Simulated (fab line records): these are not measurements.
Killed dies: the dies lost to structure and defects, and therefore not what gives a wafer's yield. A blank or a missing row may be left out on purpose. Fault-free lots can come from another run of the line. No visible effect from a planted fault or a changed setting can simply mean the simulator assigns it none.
Matching of chambers	flow nand_harc	3 sister chambers for NHARC_P_M0_DEP_32 on pecvd-04
The step deposits SiCN, target thk 30 nm. 6 wafers are shown with their chamber, then 9 later ones without.

WAFERS, EACH WITH ITS CHAMBER
wafer	chamber	heater_power_w (W)
L081.3	1	537
L086.1	0	656
L086.6	0	643
L087.2	2	744
L087.3	1	515
L087.5	2	745

WAFERS MISSING THEIR CHAMBER
wafer	heater_power_w (W)
L088.2	613
L088.3	722
L088.6	625
L093.1	521
L093.5	528
L093.6	743
L095.3	577
L095.4	589
L095.5	526

THE CHAMBER EACH PASSED THROUGH
wafer	from the rows above	in truth
L088.2	0	0
L088.3	2	2
L088.6	0	0
L093.1	1	1
L093.5	1	1
L093.6	2	2
L095.3	1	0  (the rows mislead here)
L095.4	can't be placed: 0 or 1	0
L095.5	1	1
Correctly placed: 7 of 9. From these rows, 1 cannot be placed; in 1 the true chamber is one of the candidates. Placed wrongly: 1.
How it was worked out, from the rows above alone: a wafer's distance from a chamber is the root of the sum, over the readings, of the square of ((its reading less the chamber's mean) divided by the reading's scatter). If the next closest chamber is less than 2 further off than the closest, the wafer can't be placed; otherwise it belongs to the closest. The mean given for a chamber averages the wafers shown for that chamber. The scatter: take each reading less its chamber's mean, square it, sum over the shown wafers, divide by the number of wafers less the number of chambers, and take the root.
